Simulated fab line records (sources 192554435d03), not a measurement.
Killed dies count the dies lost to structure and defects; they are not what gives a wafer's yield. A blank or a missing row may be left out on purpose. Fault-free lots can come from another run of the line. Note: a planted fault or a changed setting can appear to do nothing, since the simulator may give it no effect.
Split-lot experiment || flow n5 finfet || route with 1938 steps; 7 lots, 21 wafers read

ABOUT THE SPLIT
At N5_WELL_APT_COAT_02 (resist thk 950 nm), the setting spin rpm was moved away from the recipe's 1357 rpm on 5 of the 21 wafers read, by -8.9% to +3.6%. The other wafers ran this setting at the recipe's value.

Reading taken at the split's own step.

THE READING
coat_of_WELL_APT_COAT_02.thk nm (the simulator's own value, which no gauge read), in nm, at N5_WELL_APT_COAT_02 (resist thk 950 nm). The file does not state a usual value for it. Across the 16 wafers here that went through the recipe, the average is 949.5 nm and the standard deviation 2.3 nm.

{"wafer": "L075.1", "tool, chamber at the split": "litho track-03, 0", "spin rpm as run, rpm": 1357, "against the recipe": "recipe", "coat_of_WELL_APT_COAT_02.thk nm, nm": 951.2, "against lot-mates on the recipe": "-"}
{"wafer": "L075.3", "tool, chamber at the split": "litho track-03, 0", "spin rpm as run, rpm": 1357, "against the recipe": "recipe", "coat_of_WELL_APT_COAT_02.thk nm, nm": 950.5, "against lot-mates on the recipe": "-"}
{"wafer": "L075.4", "tool, chamber at the split": "litho track-03, 0", "spin rpm as run, rpm": 1357, "against the recipe": "recipe", "coat_of_WELL_APT_COAT_02.thk nm, nm": 948.5, "against lot-mates on the recipe": "-"}
{"wafer": "L076.1", "tool, chamber at the split": "litho track-04, 0", "spin rpm as run, rpm": 1357, "against the recipe": "recipe", "coat_of_WELL_APT_COAT_02.thk nm, nm": 947.7, "against lot-mates on the recipe": "-"}
{"wafer": "L076.2", "tool, chamber at the split": "litho track-04, 0", "spin rpm as run, rpm": 1357, "against the recipe": "recipe", "coat_of_WELL_APT_COAT_02.thk nm, nm": 948.7, "against lot-mates on the recipe": "-"}
{"wafer": "L076.6", "tool, chamber at the split": "litho track-04, 0", "spin rpm as run, rpm": 1357, "against the recipe": "recipe", "coat_of_WELL_APT_COAT_02.thk nm, nm": 949.5, "against lot-mates on the recipe": "-"}
{"wafer": "L077.2", "tool, chamber at the split": "litho track-01, 0", "spin rpm as run, rpm": 1275, "against the recipe": "-6.0%", "coat_of_WELL_APT_COAT_02.thk nm, nm": 982.3, "against lot-mates on the recipe": "+33.0"}
{"wafer": "L077.5", "tool, chamber at the split": "litho track-01, 0", "spin rpm as run, rpm": 1357, "against the recipe": "recipe", "coat_of_WELL_APT_COAT_02.thk nm, nm": 947.4, "against lot-mates on the recipe": "-"}
{"wafer": "L077.6", "tool, chamber at the split": "litho track-01, 0", "spin rpm as run, rpm": 1357, "against the recipe": "recipe", "coat_of_WELL_APT_COAT_02.thk nm, nm": 951.2, "against lot-mates on the recipe": "-"}
{"wafer": "L080.4", "tool, chamber at the split": "litho track-04, 0", "spin rpm as run, rpm": 1357, "against the recipe": "recipe", "coat_of_WELL_APT_COAT_02.thk nm, nm": 949.8, "against lot-mates on the recipe": "-"}
{"wafer": "L080.5", "tool, chamber at the split": "litho track-04, 0", "spin rpm as run, rpm": 1317, "against the recipe": "-2.9%", "coat_of_WELL_APT_COAT_02.thk nm, nm": 962.3, "against lot-mates on the recipe": "+11.3"}
{"wafer": "L080.6", "tool, chamber at the split": "litho track-04, 0", "spin rpm as run, rpm": 1357, "against the recipe": "recipe", "coat_of_WELL_APT_COAT_02.thk nm, nm": 952.2, "against lot-mates on the recipe": "-"}
{"wafer": "L087.1", "tool, chamber at the split": "litho track-04, 0", "spin rpm as run, rpm": 1406, "against the recipe": "+3.6%", "coat_of_WELL_APT_COAT_02.thk nm, nm": 933, "against lot-mates on the recipe": -14.5}
{"wafer": "L087.2", "tool, chamber at the split": "litho track-04, 0", "spin rpm as run, rpm": 1357, "against the recipe": "recipe", "coat_of_WELL_APT_COAT_02.thk nm, nm": 947.5, "against lot-mates on the recipe": "-"}
{"wafer": "L087.4", "tool, chamber at the split": "litho track-04, 0", "spin rpm as run, rpm": 1406, "against the recipe": "+3.6%", "coat_of_WELL_APT_COAT_02.thk nm, nm": 933.2, "against lot-mates on the recipe": -14.3}
{"wafer": "L089.2", "tool, chamber at the split": "litho track-04, 0", "spin rpm as run, rpm": 1357, "against the recipe": "recipe", "coat_of_WELL_APT_COAT_02.thk nm, nm": 946, "against lot-mates on the recipe": "-"}
{"wafer": "L089.3", "tool, chamber at the split": "litho track-04, 0", "spin rpm as run, rpm": 1236, "against the recipe": "-8.9%", "coat_of_WELL_APT_COAT_02.thk nm, nm": 991, "against lot-mates on the recipe": "+45.2"}
{"wafer": "L089.5", "tool, chamber at the split": "litho track-04, 0", "spin rpm as run, rpm": 1357, "against the recipe": "recipe", "coat_of_WELL_APT_COAT_02.thk nm, nm": 945.5, "against lot-mates on the recipe": "-"}
{"wafer": "L090.1", "tool, chamber at the split": "litho track-01, 0", "spin rpm as run, rpm": 1357, "against the recipe": "recipe", "coat_of_WELL_APT_COAT_02.thk nm, nm": 950.8, "against lot-mates on the recipe": "-"}
{"wafer": "L090.2", "tool, chamber at the split": "litho track-01, 0", "spin rpm as run, rpm": 1357, "against the recipe": "recipe", "coat_of_WELL_APT_COAT_02.thk nm, nm": 954.6, "against lot-mates on the recipe": "-"}
{"wafer": "L090.4", "tool, chamber at the split": "litho track-01, 0", "spin rpm as run, rpm": 1357, "against the recipe": "recipe", "coat_of_WELL_APT_COAT_02.thk nm, nm": 951.1, "against lot-mates on the recipe": "-"}

THE FIT
A straight line over all 21 wafers: coat_of_WELL_APT_COAT_02.thk nm changes by -4.79 nm for each +1% of spin rpm; r = -0.98; the points scatter about the line by 2.4 nm.
The same after taking each lot's own level away (the mean of its wafers on the recipe; 21 wafers): -4.88 nm for each +1%; r = -0.99; scatter 1.9 nm.
According to that fit, moving spin rpm by its largest amount changes the reading by 44 nm.
Across the lots, their own levels run from 945.75 to 952.17 nm, a range of 2.8 times the standard deviation given above.
The two slopes are in agreement: the lot-to-lot level therefore moves the slope only a little.
Check: +42.4 nm against its lot-mates is what the line predicts for one of the wafers moved furthest among these (-8.9%) when that wafer is left out of the fit. It came out at +45.2 nm against them.

FURTHER SPLITS ON THESE WAFERS
These wafers also went through other splits before the reading. Each is held against what the fit with the lots' levels taken away leaves over:
{"other split on the same wafers": "N5_ZERO_LAYER_PECVD_02 time s", "wafers away from the commonest value": 7, "r with coat_of_WELL_APT_COAT_02.thk nm (lot level and that fit taken away)": "+0.01"}
{"other split on the same wafers": "N5_ZERO_LAYER_COAT_05 spin rpm", "wafers away from the commonest value": 9, "r with coat_of_WELL_APT_COAT_02.thk nm (lot level and that fit taken away)": -0.17}
{"other split on the same wafers": "N5_ZERO_LAYER_EXPOSE_08 dose mj", "wafers away from the commonest value": 2, "r with coat_of_WELL_APT_COAT_02.thk nm (lot level and that fit taken away)": "+0.31"}

FILE'S OWN FIT
coat_of_WELL_APT_COAT_02.thk nm changes by -5 nm for each +1% of spin rpm, r = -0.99.
